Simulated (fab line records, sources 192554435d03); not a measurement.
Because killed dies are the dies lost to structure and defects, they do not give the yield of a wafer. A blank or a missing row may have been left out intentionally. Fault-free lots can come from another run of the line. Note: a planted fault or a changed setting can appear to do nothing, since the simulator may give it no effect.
Which tool was responsible? ; flow n5 finfet ; Sampling: 13 lots, 35 wafers, 3 of 1938 route steps

WHAT THE GAUGES READ, wafer by wafer
N5_PASSIVATION_OVL_MEAS_66. Usual: for PASS_OPEN_OVL the level is 0 nm and the standard deviation is 4.8.
lot;measured;on;PASS_OPEN_OVL (nm);flag
L519;day 13 05:08;overlay-01;-2 1 5;
L520;day 13 09:26;overlay-02;-5 -3 -9;
L521;day 13 20:43;overlay-01;-8 -1;
L522;day 14 10:35;overlay-02;-5 -8;
L523;day 14 10:26;overlay-01;3 5 2;
L524;day 14 09:50;overlay-01;-5 1;
L526;day 15 09:02;overlay-02;-1 9;
L527;day 15 08:48;overlay-01;-2 -6 -8;
L530;day 16 06:53;overlay-01;1 8 9;
L531;day 16 06:50;overlay-02;0 5 7;
L532;day 16 10:51;overlay-02;-4 6 2;
L533;day 17 12:53;overlay-01;-2 -1 -4;
L534;day 17 06:28;overlay-01;5 1 6;

WHICH TOOL RAN EACH LOT (tool, then ch and the chambers of the sampled wafers, then the start)
lot;N5_ILD0_CMP_03;N5_PASSIVATION_STRIP_34
L519;cmp-02 ch 0,2,3, day 4 18:43;rie diel-06 ch 0,1,3, day 13 04:04
L520;cmp-02 ch 0,1,3, day 5 01:08;rie diel-05 ch 2,3, day 13 08:13
L521;cmp-03 ch 0, day 5 09:42;rie diel-04 ch 1,2, day 13 19:39
L522;cmp-03 ch 2,3, day 5 14:28;rie diel-04 ch 1,3, day 14 09:24
L523;cmp-02 ch 1,2, day 5 19:49;rie diel-04 ch 1,2,3, day 14 09:21
L524;cmp-03 ch 1, day 6 01:53;rie diel-05 ch 0,3, day 14 08:38
L526;cmp-02 ch 1,2, day 6 17:25;rie diel-05 ch 1,2, day 15 07:58
L527;cmp-02 ch 0,1,2, day 6 19:41;rie diel-05 ch 1,2,3, day 15 07:36
L530;cmp-03 ch 1,3, day 7 12:36;rie diel-04 ch 0,2,3, day 16 05:41
L531;cmp-03 ch 1,2,3, day 7 19:11;rie diel-04 ch 0,2,3, day 16 05:38
L532;cmp-02 ch 0,1,2, day 8 00:18;rie diel-06 ch 0,1,2, day 16 09:46
L533;cmp-02 ch 1,2,3, day 8 10:31;rie diel-05 ch 1,2,3, day 17 11:48
L534;cmp-04 ch 0,2,3, day 8 13:51;rie diel-04 ch 2,3, day 17 05:17
- N5_ILD0_CMP_03: polishes, stops on SiNx, t overpolish 1.9 s, target thk 197.38 nm.
- N5_PASSIVATION_STRIP_34: strips in O2.

WHAT THE TOOLS THEMSELVES READ (means of the sampled wafers that have a number; where no wafer has one, the mark that the record gives instead)
N5_ILD0_CMP_03. Usual: motor current A 13.4 A, standard deviation 1.1; overpolish run s 1.900 s, standard deviation 0.0094; time to endpoint s 69 s, standard deviation 4.5.
lot;tool;motor current A (A);overpolish run s (s);time to endpoint s (s);flag
L519;cmp-02;12.9;1.897;62;
L520;cmp-02;12.9;1.902;67;
L521;cmp-03;12.7;1.887;66;
L522;cmp-03;13.8;1.901;72;
L523;cmp-02;13.1;1.899;69;
L524;cmp-03;14.9;1.905;74;
L526;cmp-02;13.4;1.907;69;
L527;cmp-02;13.0;1.905;68;
L530;cmp-03;14.7;1.893;73;
L531;cmp-03;14.1;1.898;72;
L532;cmp-02;13.1;1.906;68;
L533;cmp-02;12.5;1.898;65;
L534;cmp-04;12.7;1.900;70;

N5_PASSIVATION_STRIP_34. Usual: drypump motor current A 5.6 A, standard deviation 0.47; oes product au 0.83 a.u., standard deviation 0.077; rf vpp V 3.5 V, standard deviation 1.3; showerhead plenum p Torr 2.12 Torr, standard deviation 0.061; throttle valve pct 16.58 %, standard deviation 0.14.
lot;tool;drypump motor current A (A);oes product au (a.u.);rf vpp V (V);showerhead plenum p Torr (Torr);throttle valve pct (%);flag
L519;rie diel-06;5.9;0.81;3.5;2.05;16.47;
L520;rie diel-05;6.1;0.79;2.8;2.21;16.66;
L521;rie diel-04;4.9;0.91;4.4;2.15;16.68;
L522;rie diel-04;5.2;0.88;5.2;2.10;16.70;
L523;rie diel-04;5.1;0.90;3.6;2.11;16.68;
L524;rie diel-05;5.8;0.77;4.5;2.17;16.49;
L526;rie diel-05;5.8;0.82;3.8;2.17;16.66;
L527;rie diel-05;5.7;0.83;4.1;2.18;16.63;
L530;rie diel-04;5.4;0.84;2.5;2.08;16.60;
L531;rie diel-04;5.4;0.84;3.5;2.08;16.63;
L532;rie diel-06;6.0;0.76;6.0;2.08;16.44;
L533;rie diel-05;5.7;0.80;4.4;2.18;16.65;
L534;rie diel-04;5.2;0.82;3.1;2.08;16.70;

THE ANSWER, worked out from the rows above alone
Rule: lot off if the mean of its wafers having a number is beyond 3 standard deviations from the usual mean. Also off: a lot with no number at a reading for which 4 or more lots have one. All remaining lots with rows at the step are treated as sound. After the gauges, taken in route order, come the tools' own readings; for these a lot's mean is taken, as printed above. The first step at which some lot is off is used, and at that step the reading that is off furthest; a lot without a number counts as furthest.
Nothing can be told from this: no lot is off at any reading shown.

WHAT THE SIMULATOR HAD INSERTED
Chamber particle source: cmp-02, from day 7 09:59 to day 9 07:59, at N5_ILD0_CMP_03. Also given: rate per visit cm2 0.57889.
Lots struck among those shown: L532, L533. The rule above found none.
